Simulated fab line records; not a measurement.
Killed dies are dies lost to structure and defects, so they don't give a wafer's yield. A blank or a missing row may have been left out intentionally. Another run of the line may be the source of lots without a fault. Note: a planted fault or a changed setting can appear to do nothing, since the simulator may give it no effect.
Matching of chambers | flow n5-finfet | N5_SDB_ETCH_18 on rie-diel-04 has 4 sister chambers
The step etches SOC in N2/H2, target depth 100 nm, overetch 20 nm, time 150 s. 8 wafers are shown with their chamber, then 9 later ones without.

## EACH WAFER AND ITS CHAMBER
wafer  | chamber | showerhead-plenum-p-Torr (Torr) | throttle-valve-pct (%)
L080.3 | 2       | 2.66                            | 18.00
L082.4 | 0       | 2.42                            | 17.86
L082.6 | 3       | 2.49                            | 17.26
L085.1 | 0       | 2.41                            | 17.88
L085.5 | 1       | 2.44                            | 17.43
L089.1 | 3       | 2.48                            | 17.29
L089.5 | 2       | 2.65                            | 18.04
L089.6 | 1       | 2.43                            | 17.45

## WAFERS WHOSE CHAMBER IS MISSING
wafer  | showerhead-plenum-p-Torr (Torr) | throttle-valve-pct (%)
L091.1 | 2.41                            | 17.89
L091.5 | 2.48                            | 17.31
L091.6 | 2.65                            | 18.06
L093.1 | 2.41                            | 17.92
L093.4 | 2.65                            | 18.04
L093.6 | 2.43                            | 17.44
L096.1 | 2.48                            | 17.34
L096.4 | 2.43                            | 17.46
L096.5 | 2.65                            | 18.06

## WHICH CHAMBER EACH WENT THROUGH
wafer  | from the rows above | in truth
L091.1 | 0                   | 0
L091.5 | 3                   | 3
L091.6 | 2                   | 2
L093.1 | 0                   | 0
L093.4 | 2                   | 2
L093.6 | 1                   | 1
L096.1 | 3                   | 3
L096.4 | 1                   | 1
L096.5 | 2                   | 2
Placed correctly: 9 of 9. From these rows, 0 cannot be placed. Placed wrongly: 0.
How it was worked out, from the rows above alone: a wafer's distance from a chamber is the root of the sum, over the readings, of the square of ((its reading less the chamber's mean) divided by the reading's scatter). The wafer belongs to the nearest chamber; if the next one is less than 2 further off, it can't be placed. Each chamber's mean is taken over the wafers shown for it. The scatter: take each reading less its chamber's mean, square it, sum over the shown wafers, divide by the number of wafers less the number of chambers, and take the root.
